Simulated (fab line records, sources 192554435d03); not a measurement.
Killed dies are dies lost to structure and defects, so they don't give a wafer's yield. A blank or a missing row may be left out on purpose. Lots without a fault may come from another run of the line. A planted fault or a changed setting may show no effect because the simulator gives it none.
Which tool did it? | flow n5_finfet | 24 lots, 72 wafers sampled, at 4 steps of a route of 1938

WHAT THE GAUGES READ, wafer by wafer
N5_BEOL_M11_INSPECT_58: inspects for defects (darkfield). Usual: raw_defect_count 70, standard deviation 29.
lot  | measured     | on                | raw_defect_count | flag
L075 | day 16 05:39 | defect_inspect-02 | 86 58 81         |
L078 | day 16 13:20 | defect_inspect-02 | 76 51 74         |
L077 | day 17 13:16 | defect_inspect-02 | 26 50 48         |
L079 | day 18 11:27 | defect_inspect-01 | 55 49 48         |
L074 | day 18 13:35 | defect_inspect-01 | 77 184 97        |
L080 | day 18 20:28 | defect_inspect-01 | 63 54 68         |
L084 | day 18 20:45 | defect_inspect-01 | 66 117 54        |
L076 | day 19 19:38 | defect_inspect-01 | 99 80 82         |
L081 | day 20 08:18 | defect_inspect-01 | 74 64 41         |
L083 | day 20 08:51 | defect_inspect-02 | 60 65 72         |
L082 | day 20 12:19 | defect_inspect-01 | 118 114 139      |
L085 | day 20 14:37 | defect_inspect-02 | 49 94 56         |
L087 | day 20 20:26 | defect_inspect-02 | 38 51 74         |
L091 | day 20 20:33 | defect_inspect-01 | 72 92 40         |
L086 | day 20 20:49 | defect_inspect-01 | 42 72 61         |
L090 | day 20 21:49 | defect_inspect-02 | 92 97 52         |
L088 | day 20 23:45 | defect_inspect-02 | 61 47 94         |
L089 | day 21 04:59 | defect_inspect-01 | 60 37 48         |
L092 | day 21 21:05 | defect_inspect-02 | 44 51 51         |
L093 | day 21 21:27 | defect_inspect-01 | 95 66 64         |
L095 | day 21 22:53 | defect_inspect-02 | 100 109 143      |
L094 | day 22 18:02 | defect_inspect-02 | 63 73 82         |
L096 | day 23 02:35 | defect_inspect-01 | 76 42 66         |
L097 | day 23 03:43 | defect_inspect-02 | 62 40 34         |

N5_BEOL_M13_OVL_MEAS_11. Usual: V12_OVL 0 nm, standard deviation 5.7.
lot  | measured     | on         | V12_OVL (nm) | flag
L075 | day 16 12:11 | overlay-02 | -1 1 -7      |
L078 | day 16 18:59 | overlay-01 | -8 -12 -7    |
L077 | day 17 21:17 | overlay-01 | -9 -3 -8     |
L079 | day 18 20:18 | overlay-02 | 6 0 4        |
L074 | day 18 20:35 | overlay-02 | 7 9 8        |
L080 | day 19 04:53 | overlay-02 | -3 -3 -5     |
L084 | day 19 07:08 | overlay-01 | -5 2 3       |
L076 | day 20 02:31 | overlay-02 | 2 -8 -8      |
L081 | day 20 18:58 | overlay-01 | -6 -4 2      |
L083 | day 20 19:59 | overlay-02 | -5 -3 -6     |
L082 | day 20 20:48 | overlay-01 | 0 -1 -1      |
L085 | day 20 21:37 | overlay-01 | 0 5 6        |
L087 | day 21 06:07 | overlay-01 | 1 -4 -2      |
L091 | day 21 04:34 | overlay-01 | 2 -6 -4      |
L086 | day 21 05:35 | overlay-02 | -5 -10 -8    |
L090 | day 21 07:01 | overlay-02 | -2 2 3       |
L088 | day 21 07:11 | overlay-01 | 8 -1 8       |
L089 | day 21 17:54 | overlay-01 | -3 3 -1      |
L092 | day 22 02:37 | overlay-01 | -5 6 -1      |
L093 | day 22 09:35 | overlay-02 | 7 -1 5       |
L095 | day 22 11:11 | overlay-02 | -2 9 -5      |
L094 | day 23 04:39 | overlay-01 | -2 4 2       |
L096 | day 23 09:34 | overlay-01 | -5 -10 -4    |
L097 | day 23 14:04 | overlay-02 | 1 6 11       |

WHICH TOOL RAN EACH LOT (tool, then ch and the chambers of the sampled wafers, then the start)
lot  | N5_BEOL_M12_ETCH_38                | N5_BEOL_M13_ILD_DEP_00
L075 | rie_diel-03 ch 1,2,3, day 16 09:50 | pecvd-02 ch 0,1, day 16 11:43
L078 | rie_diel-03 ch 0,2,3, day 16 16:04 | pecvd-03 ch 0,1, day 16 18:19
L077 | rie_diel-03 ch 1,2,3, day 17 19:17 | pecvd-02 ch 0,1,2, day 17 20:47
L079 | rie_diel-03 ch 0,2,3, day 18 17:55 | pecvd-03 ch 0,1,2, day 18 19:41
L074 | rie_diel-06 ch 1,3, day 18 18:09   | pecvd-03 ch 0,2, day 18 19:58
L080 | rie_diel-02 ch 0,1,2, day 19 02:32 | pecvd-03 ch 0,2, day 19 04:25
L084 | rie_diel-03 ch 0,2,3, day 19 03:08 | pecvd-02 ch 1,2, day 19 06:28
L076 | rie_diel-02 ch 0,1,3, day 20 00:19 | pecvd-03 ch 0,1, day 20 02:02
L081 | rie_diel-03 ch 1,2,3, day 20 16:41 | pecvd-03 ch 0,1,2, day 20 18:28
L083 | rie_diel-03 ch 1,2,3, day 20 17:53 | pecvd-03 ch 0,1,2, day 20 19:30
L082 | rie_diel-02 ch 0,3, day 20 18:14   | pecvd-01 ch 0,2, day 20 20:19
L085 | rie_diel-03 ch 1,2,3, day 20 19:05 | pecvd-03 ch 1,2, day 20 21:08
L087 | rie_diel-03 ch 1,2,3, day 21 03:07 | pecvd-02 ch 0,2, day 21 05:38
L091 | rie_diel-03 ch 1,2,3, day 21 00:55 | pecvd-02 ch 0,1, day 21 04:05
L086 | rie_diel-03 ch 1,2,3, day 21 02:07 | pecvd-02 ch 0,1, day 21 04:58
L090 | rie_diel-06 ch 1,2, day 21 03:40   | pecvd-03 ch 0,2, day 21 06:24
L088 | rie_diel-06 ch 1,3, day 21 03:46   | pecvd-03 ch 0,1,2, day 21 06:32
L089 | rie_diel-06 ch 0,2, day 21 14:19   | pecvd-01 ch 1,2, day 21 17:14
L092 | rie_diel-02 ch 0,2, day 22 00:02   | pecvd-01 ch 0,1, day 22 02:01
L093 | rie_diel-03 ch 0,1,2, day 22 06:56 | pecvd-02 ch 1,2, day 22 09:05
L095 | rie_diel-02 ch 0,2,3, day 22 08:29 | pecvd-01 ch 0,1,2, day 22 10:38
L094 | rie_diel-06 ch 2,3, day 23 02:12   | pecvd-03 ch 1,2, day 23 04:10
L096 | rie_diel-06 ch 1,2, day 23 07:00   | pecvd-02 ch 0,1,2, day 23 08:57
L097 | rie_diel-03 ch 0,1,2, day 23 12:01 | pecvd-03 ch 0,1, day 23 13:35
- N5_BEOL_M12_ETCH_38: etches SiCN in CF4/N2, target depth 68.7 nm, time 73.4 s.
- N5_BEOL_M13_ILD_DEP_00: deposits SiOC from DEMS/O2, target thk 837.92 nm, time 166.4 s.

WHAT THE TOOLS THEMSELVES READ (means of the sampled wafers that have a number; where no wafer has one, the mark that the record gives instead)
N5_BEOL_M12_ETCH_38. Usual: drypump_motor_current_A 5.8 A, standard deviation 0.39; oes_product_au 0.83 a.u., standard deviation 0.088; rf_vpp_V 383.3 V, standard deviation 2.1; showerhead_plenum_p_Torr 2.25 Torr, standard deviation 0.083; throttle_valve_pct 15.34 %, standard deviation 0.24.
lot  | tool        | drypump_motor_current_A (A) | oes_product_au (a.u.) | rf_vpp_V (V) | showerhead_plenum_p_Torr (Torr) | throttle_valve_pct (%) | flag
L075 | rie_diel-03 | 5.8                         | 0.87                  | 385.1        | 2.32                            | 15.21                  |
L078 | rie_diel-03 | 6.0                         | 0.86                  | 384.0        | 2.29                            | 15.32                  |
L077 | rie_diel-03 | 5.8                         | 0.85                  | 384.2        | 2.32                            | 15.24                  |
L079 | rie_diel-03 | 6.0                         | 0.82                  | 385.0        | 2.28                            | 15.35                  |
L074 | rie_diel-06 | 6.0                         | 0.74                  | 379.3        | 2.06                            | 15.66                  |
L080 | rie_diel-02 | 6.1                         | 0.76                  | 383.7        | 2.25                            | 15.48                  |
L084 | rie_diel-03 | 6.0                         | 0.82                  | 383.9        | 2.28                            | 15.36                  |
L076 | rie_diel-02 | 6.0                         | 0.74                  | 382.4        | 2.24                            | 15.46                  |
L081 | rie_diel-03 | 5.8                         | 0.90                  | 384.9        | 2.31                            | 15.11                  |
L083 | rie_diel-03 | 5.8                         | 0.90                  | 385.2        | 2.31                            | 15.11                  |
L082 | rie_diel-02 | 5.6                         | 0.77                  | 382.6        | 2.22                            | 15.52                  |
L085 | rie_diel-03 | 5.8                         | 0.90                  | 385.3        | 2.31                            | 15.11                  |
L087 | rie_diel-03 | 5.8                         | 0.89                  | 384.0        | 2.31                            | 15.13                  |
L091 | rie_diel-03 | 5.8                         | 0.90                  | 384.6        | 2.31                            | 15.12                  |
L086 | rie_diel-03 | 5.8                         | 0.90                  | 384.1        | 2.31                            | 15.12                  |
L090 | rie_diel-06 | 5.8                         | 0.83                  | 380.6        | 2.14                            | 15.50                  |
L088 | rie_diel-06 | 6.0                         | 0.73                  | 378.3        | 2.06                            | 15.70                  |
L089 | rie_diel-06 | 5.1                         | 0.84                  | 382.2        | 2.18                            | 15.42                  |
L092 | rie_diel-02 | 6.2                         | 0.74                  | 382.2        | 2.21                            | 15.64                  |
L093 | rie_diel-03 | 5.8                         | 0.90                  | 383.5        | 2.25                            | 15.14                  |
L095 | rie_diel-02 | 5.8                         | 0.75                  | 383.2        | 2.21                            | 15.59                  |
L094 | rie_diel-06 | 5.4                         | 0.87                  | 381.8        | 2.23                            | 15.45                  |
L096 | rie_diel-06 | 5.4                         | 0.82                  | 381.7        | 2.14                            | 15.53                  |
L097 | rie_diel-03 | 5.8                         | 0.89                  | 383.0        | 2.24                            | 15.16                  |

N5_BEOL_M13_ILD_DEP_00. Usual: heater_power_w 465 W, standard deviation 93; showerhead_plenum_p_Torr 5.699 Torr, standard deviation 0.016; throttle_valve_pct 11.9 %, standard deviation 0.56.
lot  | tool     | heater_power_w (W) | showerhead_plenum_p_Torr (Torr) | throttle_valve_pct (%) | flag
L075 | pecvd-02 | 335                | 5.700                           | 11.7                   |
L078 | pecvd-03 | 529                | 5.695                           | 12.4                   |
L077 | pecvd-02 | 392                | 5.690                           | 11.8                   |
L079 | pecvd-03 | 553                | 5.702                           | 12.2                   |
L074 | pecvd-03 | 555                | 5.694                           | 12.5                   |
L080 | pecvd-03 | 560                | 5.708                           | 12.1                   |
L084 | pecvd-02 | 402                | 5.695                           | 11.2                   |
L076 | pecvd-03 | 477                | 5.700                           | 12.3                   |
L081 | pecvd-03 | 497                | 5.711                           | 12.1                   |
L083 | pecvd-03 | 501                | 5.701                           | 12.2                   |
L082 | pecvd-01 | 399                | 5.701                           | 11.6                   |
L085 | pecvd-03 | 483                | 5.703                           | 12.0                   |
L087 | pecvd-02 | 389                | 5.696                           | 12.2                   |
L091 | pecvd-02 | 359                | 5.711                           | 11.7                   |
L086 | pecvd-02 | 342                | 5.700                           | 11.1                   |
L090 | pecvd-03 | 553                | 5.699                           | 12.3                   |
L088 | pecvd-03 | 511                | 5.697                           | 12.3                   |
L089 | pecvd-01 | 418                | 5.715                           | 11.2                   |
L092 | pecvd-01 | 524                | 5.705                           | 11.5                   |
L093 | pecvd-02 | 375                | 5.687                           | 11.3                   |
L095 | pecvd-01 | 478                | 5.709                           | 11.6                   |
L094 | pecvd-03 | 502                | 5.698                           | 12.1                   |
L096 | pecvd-02 | 392                | 5.697                           | 11.8                   |
L097 | pecvd-03 | 483                | 5.690                           | 12.5                   |

THE ANSWER, worked out from the rows above alone
Rule: a lot is off if the mean of its wafers that have a number lies more than 3 standard deviations from the usual mean. A lot without any number at a reading at which 4 lots or more have one is off too. The other lots that the step has rows for count as sound. The gauges are gone through in route order, then the tools' own readings, and for those a lot's mean is taken as printed above. The first step at which some lot is off is used, and at that step the reading that is off furthest; a lot without a number counts as furthest.
No lot is off at any reading shown: from this, nothing can be told.

WHAT THE SIMULATOR HAD PUT IN
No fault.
